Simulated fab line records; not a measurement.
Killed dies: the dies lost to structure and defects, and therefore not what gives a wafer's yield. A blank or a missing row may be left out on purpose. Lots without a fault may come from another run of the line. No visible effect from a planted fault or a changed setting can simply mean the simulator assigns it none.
What tool caused it?    flow nand_harc    6 lots, 18 wafers sampled, at 4 steps of a route of 1302

WHAT EACH GAUGE READ, for each wafer
NHARC_A_ONON_D1_THK_MEAS_02: measures by ellipsometry.
lot   measured      on             thk_nm (nm)
L350  day 8 03:30   film_metro-02  971 969 971
L354  day 9 20:22   film_metro-01  1005 1004 1004
L356  day 10 14:19  film_metro-02  441 438 440
L365  day 14 17:54  film_metro-01  983 984 982
L368  day 16 00:17  film_metro-01  991 990 988
L371  day 16 18:45  film_metro-01  1009 1009 1008

EACH LOT AND THE TOOL THAT RAN IT (in order: tool; ch and the chambers of the sampled wafers; start)
lot   NHARC_P_BONDPAD_PRE_CLEAN_26             NHARC_P_BONDPAD_ANNEAL_28         NHARC_A_ONON_D1_DEP_00
L350  pvd_sputter-02, day 7 01:02 or earlier   rtp_anneal-01 ch 0, day 7 01:02   pecvd_onon-01 ch 0, day 8 02:59
L354  pvd_sputter-01, day 8 17:57 or earlier   rtp_anneal-02 ch 0, day 8 17:57   pecvd_onon-01 ch 0, day 9 19:55
L356  pvd_sputter-01, day 9 13:37 or earlier   rtp_anneal-01 ch 0, day 9 13:37   pecvd_onon-01 ch 0, day 10 13:49
L365  pvd_sputter-03, day 13 17:29 or earlier  rtp_anneal-02 ch 0, day 13 17:29  pecvd_onon-03 ch 0, day 14 17:23
L368  pvd_sputter-01, day 14 21:35 or earlier  rtp_anneal-01 ch 0, day 14 21:35  pecvd_onon-03 ch 0, day 15 23:46
L371  pvd_sputter-01, day 15 18:28 or earlier  rtp_anneal-02 ch 0, day 15 18:28  pecvd_onon-03 ch 0, day 16 18:14
- NHARC_P_BONDPAD_PRE_CLEAN_26: time 30 s.
- NHARC_P_BONDPAD_ANNEAL_28: time 90 s.
- NHARC_A_ONON_D1_DEP_00: target thk 1000 nm.

THE ANSWER, worked out from the rows above alone
Rule: the usual values come from the lots themselves. Put in order of their means at a reading, lots are off if they are a third of the lots or fewer, leave a main group of 4 or more, and stand apart from it by a gap of 3 or more times the standard deviation of the main group's means; of several such gaps the widest counts. A main group whose means are all the same, to the digits that the tables above print for the reading, isn't used. Also off: a lot with no number at a reading for which 4 or more lots have one. Where the step has rows for the other lots, those lots are counted as sound.
Off: L356 (NHARC_A_ONON_D1_THK_MEAS_02, thk_nm). For the main group the mean is 991 nm and the standard deviation 14.
If a tool, at a process step before that reading, ran all the lots that are off and no sound lot after the first of them, it fits. Those tools and the gauges at NHARC_A_ONON_D1_THK_MEAS_02 are tried in the same way. Because NHARC_P_BONDPAD_PRE_CLEAN_26 lacks a start for some lots, the hours and order of its lots are taken from NHARC_P_BONDPAD_ANNEAL_28. Can't be told from this: 2 tools fit, pecvd_onon-01 at NHARC_A_ONON_D1_DEP_00, film_metro-02 at NHARC_A_ONON_D1_THK_MEAS_02.

WHAT WAS PUT IN BY THE SIMULATOR
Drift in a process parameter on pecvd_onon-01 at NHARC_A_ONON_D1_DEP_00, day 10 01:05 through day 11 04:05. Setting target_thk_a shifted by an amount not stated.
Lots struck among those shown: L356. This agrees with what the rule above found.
